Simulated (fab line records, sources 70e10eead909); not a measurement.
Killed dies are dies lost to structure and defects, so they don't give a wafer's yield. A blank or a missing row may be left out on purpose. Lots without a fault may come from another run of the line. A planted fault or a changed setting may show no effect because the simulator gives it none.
A struck lot beside a sound one | flow nand_harc | 15 steps out of a route of 1302
Sound: wafers L892.2, L892.5, L892.6. Struck: wafer L897.1. (L897.4, L897.5 of the same lot were not struck and are left out.) The cause comes at the end.
At each step with rows: each side's tool, then ch and its chambers, then its first start. Under that, the readings that differ: sound wafers | struck wafers | difference of the means | sigmas: that difference in standard deviations of wafers without a fault.
alike: readings whose means differ by less than 2 such deviations, and words and numbers that are the same on both sides. not compared: withheld readings, readings that some wafer has no value for, bounds like >300 that may hide the same value, and numbers for which the record gives no deviation and whose values overlap.
The two part at a step that has a row with sigmas, a row that says differs or no value, or rows on one side only. Numbers that don't overlap but have no deviation are shown without sigmas and don't part them. A reading that every wafer of one side lacks parts them only if that side has two wafers or more.

first, 8 steps without rows for these wafers: NHARC_A_CHANNEL_HOLE_D1_COAT_36 (time 75 s); NHARC_A_CHANNEL_HOLE_D1_COAT_37 (time 65 s); NHARC_A_CHANNEL_HOLE_D1_COAT_04 (resist thk 90 nm); NHARC_A_CHANNEL_HOLE_D1_SOFTBAKE_05 (time 55 s); NHARC_A_CHANNEL_HOLE_D1_EBR_06; NHARC_A_CHANNEL_HOLE_D1_EXPOSE_07 (exposes mask HOLE D1, target cd 100 nm); NHARC_A_CHANNEL_HOLE_D1_PEB_08 (peb time 65 s); NHARC_A_CHANNEL_HOLE_D1_DEVELOP_09 (develop time 35 s).
NHARC_A_CHANNEL_HOLE_D1_CD_MEAS_10: target cd 100 nm.
  sound on cd_sem-03 ch 0, day 9 21:25; struck on cd_sem-02 ch 0, day 12 09:02
  alike: cd_nm
NHARC_A_CHANNEL_HOLE_D1_OVL_MEAS_11:
  sound on overlay-01, day 9 21:29; struck on overlay-01, day 12 09:08
  alike: overlay_x_nm, overlay_y_nm
NHARC_A_CHANNEL_HOLE_D1_INSPECT_12:
  sound on defect_inspect-01, day 9 21:32; struck on defect_inspect-01, day 12 09:10
  alike: raw_defect_count
NHARC_A_CHANNEL_HOLE_D1_DESCUM_15: chemistry O2, time 3 s.
  sound on rie_diel-11 ch 2,3, day 9 21:36; struck on rie_diel-11 ch 0, day 12 09:14
  reading                         | sound          | struck | difference | sigmas
  showerhead_plenum_p_Torr (Torr) | 2.00 2.00 2.00 | 1.78   | -0.22      | -2
  alike: drypump_motor_current_A, mfc_ar_sccm, oes_product_au, rf_vpp_V, throttle_valve_pct
  not compared: rf_hours_counter_h
NHARC_A_CHANNEL_HOLE_D1_ETCH_38: etches the open film in CF4, target depth 39 nm, time 65 s.
  sound on rie_diel-11 ch 0,2,3, day 9 21:42; struck on rie_diel-11 ch 0, day 12 09:19
  reading               | sound             | struck | difference | sigmas
  oes_product_au (a.u.) | 0.989 0.998 1.004 | 0.869  | -0.128     | -12
  alike: cf4_flow_sccm, drypump_motor_current_A, mfc_ar_sccm, rf_vpp_V, showerhead_plenum_p_Torr, throttle_valve_pct
  not compared: rf_hours_counter_h
NHARC_A_CHANNEL_HOLE_D1_ETCH_39: etches the open film in N2/H2, target depth 260 nm, time 325 s.
  sound on rie_diel-11 ch 0,2,3; struck on rie_diel-11 ch 0
  alike: drypump_motor_current_A, mfc_ar_sccm, oes_product_au, rf_vpp_V, showerhead_plenum_p_Torr, throttle_valve_pct
  not compared: rf_hours_counter_h
-- the record jumps here: 16 days lie between the struck wafers' starts before and after (it left off in module A_CHANNEL_HOLE_D1 and takes up again in module END, whose first step shown is number 1302 of the route) --
NHARC_END_SORT_01:
  sound on prober-01 ch 0, day 25 16:47; struck on prober-02 ch 0, day 28 10:11
  alike: killed_at_array, killed_at_other, killed_at_periphery, killed_dies, killed_open, killed_short

WHERE THEY PART
First at NHARC_A_CHANNEL_HOLE_D1_DESCUM_15; last, within this record, at NHARC_A_CHANNEL_HOLE_D1_ETCH_38. Later steps at which nothing parts them and some readings are alike: NHARC_A_CHANNEL_HOLE_D1_ETCH_39, NHARC_END_SORT_01.

WHY: what the simulator had put in
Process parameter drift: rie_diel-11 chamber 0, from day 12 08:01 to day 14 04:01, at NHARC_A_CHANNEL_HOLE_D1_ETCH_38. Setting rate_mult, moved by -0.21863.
